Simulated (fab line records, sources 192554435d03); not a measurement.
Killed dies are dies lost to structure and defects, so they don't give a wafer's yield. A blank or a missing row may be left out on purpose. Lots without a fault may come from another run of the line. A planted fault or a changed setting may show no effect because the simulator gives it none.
Split-lot experiment | flow n5_finfet | 7 lots, 39 wafers read, on a route of 1938 steps

THE SPLIT
At N5_BEOL_M7_HM_DEP_02 (deposits TiN, target thk 20 nm), the setting target_thk_a was moved away from the recipe's 200 angstrom on 15 of the 39 wafers read, by -49.9% to +50.7%. The other wafers ran this setting at the recipe's value.

FROM THE SPLIT TO THE READING: what the file shows between them, 4 steps
- N5_BEOL_M7_COAT_59: time 60 s, resist thk 100 nm
- N5_BEOL_M7_COAT_60: time 60 s, resist thk 35 nm
- N5_BEOL_M7_STRIP_68: strips in N2/H2
- N5_BEOL_M7_STRIP_67: strips in CF4

THE READING
oes_product_au, in a.u., at N5_BEOL_M7_HM_OPEN_17 (chemistry Cl2/BCl3, target TiN, target depth 20 nm, overetch 6 nm). Fault-free wafers of this fab line usually give 0.66 a.u., standard deviation 0.079 a.u..

wafer  | tool, chamber at the split | target_thk_a as run, angstrom | against the recipe | oes_product_au, a.u. | against lot-mates on the recipe
L075.1 | pvd_sputter-01, -          | 200                           | recipe             | 0.68                 | -
L075.2 | pvd_sputter-01, -          | 200                           | recipe             | 0.75                 | -
L075.3 | pvd_sputter-01, -          | 200                           | recipe             | 0.75                 | -
L075.4 | pvd_sputter-01, -          | 200                           | recipe             | 0.69                 | -
L075.5 | pvd_sputter-01, -          | 200                           | recipe             | 0.74                 | -
L075.6 | pvd_sputter-01, -          | 200                           | recipe             | 0.68                 | -
L076.1 | pvd_sputter-01, -          | 200                           | recipe             | 0.72                 | -
L076.2 | pvd_sputter-01, -          | 100.3                         | -49.9%             | 0.49                 | -0.21
L076.3 | pvd_sputter-01, -          | 100.3                         | -49.9%             | 0.49                 | -0.21
L076.4 | pvd_sputter-01, -          | 200                           | recipe             | 0.72                 | -
L076.5 | pvd_sputter-01, -          | 200                           | recipe             | 0.67                 | -
L076.6 | pvd_sputter-01, -          | 100.3                         | -49.9%             | 0.52                 | -0.18
L079.4 | pvd_sputter-02, -          | 200                           | recipe             | 0.74                 | -
L079.5 | pvd_sputter-02, -          | 200                           | recipe             | 0.73                 | -
L079.6 | pvd_sputter-02, -          | 200                           | recipe             | 0.68                 | -
L086.1 | pvd_sputter-01, -          | 259.2                         | +29.6%             | 0.83                 | +0.13
L086.2 | pvd_sputter-01, -          | 259.2                         | +29.6%             | 0.76                 | +0.06
L086.3 | pvd_sputter-01, -          | 200                           | recipe             | 0.71                 | -
L086.4 | pvd_sputter-01, -          | 259.2                         | +29.6%             | 0.76                 | +0.06
L086.5 | pvd_sputter-01, -          | 200                           | recipe             | 0.72                 | -
L086.6 | pvd_sputter-01, -          | 200                           | recipe             | 0.66                 | -
L088.1 | pvd_sputter-02, -          | 200                           | recipe             | 0.55                 | -
L088.2 | pvd_sputter-02, -          | 200                           | recipe             | 0.52                 | -
L088.3 | pvd_sputter-02, -          | 200                           | recipe             | 0.53                 | -
L088.4 | pvd_sputter-02, -          | 301.4                         | +50.7%             | 0.64                 | +0.11
L088.5 | pvd_sputter-02, -          | 301.4                         | +50.7%             | 0.61                 | +0.08
L088.6 | pvd_sputter-02, -          | 301.4                         | +50.7%             | 0.64                 | +0.11
L092.1 | pvd_sputter-01, -          | 200                           | recipe             | 0.70                 | -
L092.2 | pvd_sputter-01, -          | 298.2                         | +49.1%             | 0.84                 | +0.14
L092.3 | pvd_sputter-01, -          | 200                           | recipe             | 0.70                 | -
L092.4 | pvd_sputter-01, -          | 298.2                         | +49.1%             | 0.84                 | +0.14
L092.5 | pvd_sputter-01, -          | 298.2                         | +49.1%             | 0.83                 | +0.13
L092.6 | pvd_sputter-01, -          | 200                           | recipe             | 0.70                 | -
L096.1 | pvd_sputter-03, -          | 243.8                         | +21.9%             | 0.73                 | +0.05
L096.2 | pvd_sputter-03, -          | 243.8                         | +21.9%             | 0.79                 | +0.11
L096.3 | pvd_sputter-03, -          | 243.8                         | +21.9%             | 0.72                 | +0.04
L096.4 | pvd_sputter-03, -          | 200                           | recipe             | 0.69                 | -
L096.5 | pvd_sputter-03, -          | 200                           | recipe             | 0.65                 | -
L096.6 | pvd_sputter-03, -          | 200                           | recipe             | 0.70                 | -

THE FIT
A straight line over all 39 wafers: oes_product_au changes by +0.00221 a.u. for each +1% of target_thk_a; r = +0.60; the points scatter about the line by 0.074 a.u..
The same after taking each lot's own level away (the mean of its wafers on the recipe; 39 wafers): +0.00303 a.u. for each +1%; r = +0.93; scatter 0.031 a.u..
On that fit, the largest move of target_thk_a shifts the reading by 0.15 a.u..
The lots' own levels span 0.533 to 0.717 a.u., that is 2.3 times the standard deviation above.
So the lot-to-lot level blurs the effect unless lot-mates are compared.
Check: with one of the wafers moved furthest among these (+50.7%) left out of the fit, the line predicts +0.148 a.u. for it against its lot-mates. It came out at +0.107 a.u. against them.

OTHER SPLITS ON THESE WAFERS
These wafers also went through other splits before the reading. Each is held against what the fit with the lots' levels taken away leaves over:
other split on the same wafers           | wafers away from the commonest value | r with oes_product_au (lot level and that fit taken away)
N5_BEOL_M3_TRENCH_ETCH_37 target_depth_a | 6                                    | -0.08

THE WHOLE CHAIN: every reading that the file lists as answering this split, in the file's order
step                   | what it does                                                      | reading                                                                          | change (the file's fit)                                                          | r (the file's)
N5_BEOL_M7_HM_DEP_02   | deposits TiN, target thk 20 nm                                    | TiN_of_BEOL_M7_HM_DEP_02.thk_nm (the simulator's own value, which no gauge read) | +0.199 nm for each +1% of the setting                                            | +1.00
N5_BEOL_M7_HM_OPEN_17  | chemistry Cl2/BCl3, target TiN, target depth 20 nm, overetch 6 nm | oes_product_au                                                                   | +0.00292 a.u. for each +1% of the setting                                        | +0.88
N5_BEOL_M7_HM_OPEN_17  | chemistry Cl2/BCl3, target TiN, target depth 20 nm, overetch 6 nm | etch.depth_nm (the simulator's own value, which no gauge read)                   | +0.158 nm for each +1% of the setting                                            | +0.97
N5_BEOL_M7_OCD_MEAS_38 |                                                                   | trench_depth_nm                                                                  | not straight: 94.2 at the lowest setting, 93.9 at the recipe, 5.2 at the highest | not given

THE FILE'S OWN FIT
oes_product_au changes by +0.00292 a.u. for each +1% of target_thk_a, r = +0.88.
